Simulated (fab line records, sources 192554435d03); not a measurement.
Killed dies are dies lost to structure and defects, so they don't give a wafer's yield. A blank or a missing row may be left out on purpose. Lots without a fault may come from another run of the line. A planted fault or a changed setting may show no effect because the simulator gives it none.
One fault seen from 2 desks | flow n5_finfet | each desk has only its own numbers; what lay behind them comes last

THE TOOL OWNER'S DESK: cmp-02
The tool's own readings at N5_SDB_CMP_30 (polishes, stops on poly-Si, t overpolish 1.54 s, target thk 30 nm): means of the sampled wafers that have a number, for each lot that ran on this tool. A lot is out of limits, marked OUT, if its mean lies more than 4 standard deviations from the usual mean; the brackets give that distance.
Columns: A = head_pressure_psi at N5_SDB_CMP_30, usual 4.149 psi; B = motor_current_A at N5_SDB_CMP_30, usual 12.3 A; C = overpolish_run_s at N5_SDB_CMP_30, usual 1.540 s; D = retaining_ring_pressure_frac at N5_SDB_CMP_30, usual 1.000; E = slurry_flow_ml_min at N5_SDB_CMP_30, usual 150.0; F = time_to_endpoint_s at N5_SDB_CMP_30, usual 16.7 s
lot  | first seen here | A                       | B    | C     | D     | E     | F
L641 | day 4 16:50     | 4.147                   | 12.2 | 1.542 | 1.005 | 150.1 | 15.6
L649 | day 6 15:25     | 4.144                   | 13.6 | 1.540 | 1.001 | 149.5 | 16.2
L652 | day 7 11:00     | 3.018 (-99 or more) OUT | 10.4 | 1.534 | 0.995 | 150.2 | 19.9
L653 | day 7 15:32     | 3.024 (-99 or more) OUT | 10.3 | 1.550 | 0.999 | 149.6 | 20.7
This desk's finding: out of limits on L652, L653; first on L652, day 7 11:00 (head_pressure_psi at N5_SDB_CMP_30). In limits: L641, L649.

THE METROLOGY DESK
What the gauges read, lot by lot, whatever tool the lot ran on: means of the sampled wafers that have a number. A lot is out of limits, marked OUT, if its mean lies more than 4 standard deviations from the usual mean; the brackets give that distance. Of its 11 readings 7 are shown: those that lie furthest out on some lot.
Columns: A = SDB_THK at N5_SDB_THK_MEAS_31, usual 64.3 nm; B = DIBL_N at N5_BEOL_M4_RC_MEAS_101, usual 36.4 mV/V; C = ION_N at N5_BEOL_M4_RC_MEAS_101, usual 680 uA/um; D = ION_P at N5_BEOL_M4_RC_MEAS_101, usual 465 uA/um; E = SS_P at N5_BEOL_M4_RC_MEAS_101, usual 73.2 mV/dec; F = VT_N at N5_BEOL_M4_RC_MEAS_101, usual 249 mV; G = VT_P at N5_BEOL_M4_RC_MEAS_101, usual -250 mV
lot  | first seen here | A    | B    | C   | D   | E    | F   | G
L640 | day 4 11:09     | 66.0 | 36.4 | 688 | 472 | 73.8 | 248 | -249
L641 | day 4 17:05     | 63.5 | 35.5 | 693 | 466 | 73.6 | 247 | -248
L642 | day 5 03:44     | 63.3 | 35.4 | 673 | 456 | 73.8 | 250 | -254
L649 | day 6 15:40     | 64.3 | 37.6 | 673 | 459 | 74.3 | 249 | -250
L651 | day 7 07:43     | 65.1 | 36.9 | 689 | 473 | 73.5 | 246 | -246
L652 | day 7 11:11     | 66.0 | 36.2 | 672 | 458 | 73.2 | 254 | -255
L653 | day 7 15:47     | 63.8 | 33.8 | 663 | 461 | 72.5 | 252 | -251
L658 | day 8 21:08     | 65.2 | 35.8 | 685 | 462 | 73.3 | 246 | -252
L661 | day 9 18:12     | 64.1 | 36.4 | 678 | 468 | 73.1 | 249 | -249
This desk's finding: nothing out of limits on any of the 9 lots.

PUT TOGETHER
The tool owner's desk could have raised an alarm at day 7 11:00, on L652, L653.
The metrology desk saw nothing out of limits.
The metrology desk has L652, L653 on record, within its limits.
Of the lots named, all ran N5_SDB_CMP_30 on cmp-02.

WHAT THE SIMULATOR HAD PUT IN
Process parameter drift: cmp-02, from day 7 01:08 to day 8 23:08, at N5_SDB_CMP_30. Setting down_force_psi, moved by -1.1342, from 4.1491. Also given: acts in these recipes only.
Lots struck among those shown: L652, L653.
Hours from the fault's start to each desk's first reading out of limits: the tool owner's desk, 10.
